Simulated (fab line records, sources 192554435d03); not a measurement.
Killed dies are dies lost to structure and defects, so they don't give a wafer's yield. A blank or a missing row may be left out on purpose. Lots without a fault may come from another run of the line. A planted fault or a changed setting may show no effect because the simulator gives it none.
Which tool did it? | flow n5_finfet | 12 lots, 36 wafers sampled, at 3 steps of a route of 1938

WHAT THE GAUGES READ, wafer by wafer
N5_BEOL_M3_INSPECT_13: inspects for defects (brightfield).
lot  | measured     | on                | raw_defect_count
L074 | day 7 18:43  | defect_inspect-02 | 224 270 243
L077 | day 8 07:54  | defect_inspect-01 | 492 308 421
L080 | day 8 15:36  | defect_inspect-02 | 312 309 306
L081 | day 8 22:46  | defect_inspect-01 | 288 305 406
L083 | day 9 05:35  | defect_inspect-02 | 321 325 407
L085 | day 10 06:45 | defect_inspect-02 | 397 275 254
L087 | day 10 19:18 | defect_inspect-01 | 384 459 429
L089 | day 11 00:22 | defect_inspect-02 | 459 396 397
L091 | day 11 12:48 | defect_inspect-01 | 324 375 283
L093 | day 11 18:04 | defect_inspect-02 | 405 292 302
L095 | day 12 11:28 | defect_inspect-01 | 440 431 426
L097 | day 12 21:26 | defect_inspect-02 | 365 416 368

WHICH TOOL RAN EACH LOT (tool, then ch and the chambers of the sampled wafers, then the start)
lot  | N5_BEOL_M2_ANNEAL_95         | N5_BEOL_M2_SPUTTER_96
L074 | pvd_sputter-03, day 7 14:37  | pvd_sputter-03, day 7 14:45
L077 | pvd_sputter-03, day 8 04:04  | pvd_sputter-03, day 8 04:13
L080 | pvd_sputter-02, day 8 13:19  | pvd_sputter-02, day 8 13:28
L081 | pvd_sputter-01, day 8 19:57  | pvd_sputter-01, day 8 20:05
L083 | pvd_sputter-01, day 9 02:03  | pvd_sputter-01, day 9 02:11
L085 | pvd_sputter-01, day 10 04:17 | pvd_sputter-01, day 10 04:26
L087 | pvd_sputter-03, day 10 16:50 | pvd_sputter-03, day 10 16:58
L089 | pvd_sputter-01, day 10 21:14 | pvd_sputter-01, day 10 21:22
L091 | pvd_sputter-03, day 11 09:33 | pvd_sputter-03, day 11 09:41
L093 | pvd_sputter-02, day 11 15:45 | pvd_sputter-02, day 11 15:53
L095 | pvd_sputter-01, day 12 07:06 | pvd_sputter-01, day 12 07:14
L097 | pvd_sputter-01, day 12 19:16 | pvd_sputter-01, day 12 19:25
- N5_BEOL_M2_ANNEAL_95: time 240 s.
- N5_BEOL_M2_SPUTTER_96: material Cu, target thk 4.5 nm, time 8.29 s.

THE ANSWER, worked out from the rows above alone
Rule: what is usual is taken from the lots themselves. Put in order of their means at a reading, lots are off if they are a third of the lots or fewer, leave a main group of 4 or more, and stand apart from it by a gap of 3 or more times the standard deviation of the main group's means; of several such gaps the widest counts. A main group whose means are all the same, to the digits that the tables above print for the reading, isn't used. A lot without any number at a reading at which 4 lots or more have one is off too. The other lots that the step has rows for count as sound.
No lot is off at any reading shown: from this, nothing can be told.

WHAT THE SIMULATOR HAD PUT IN
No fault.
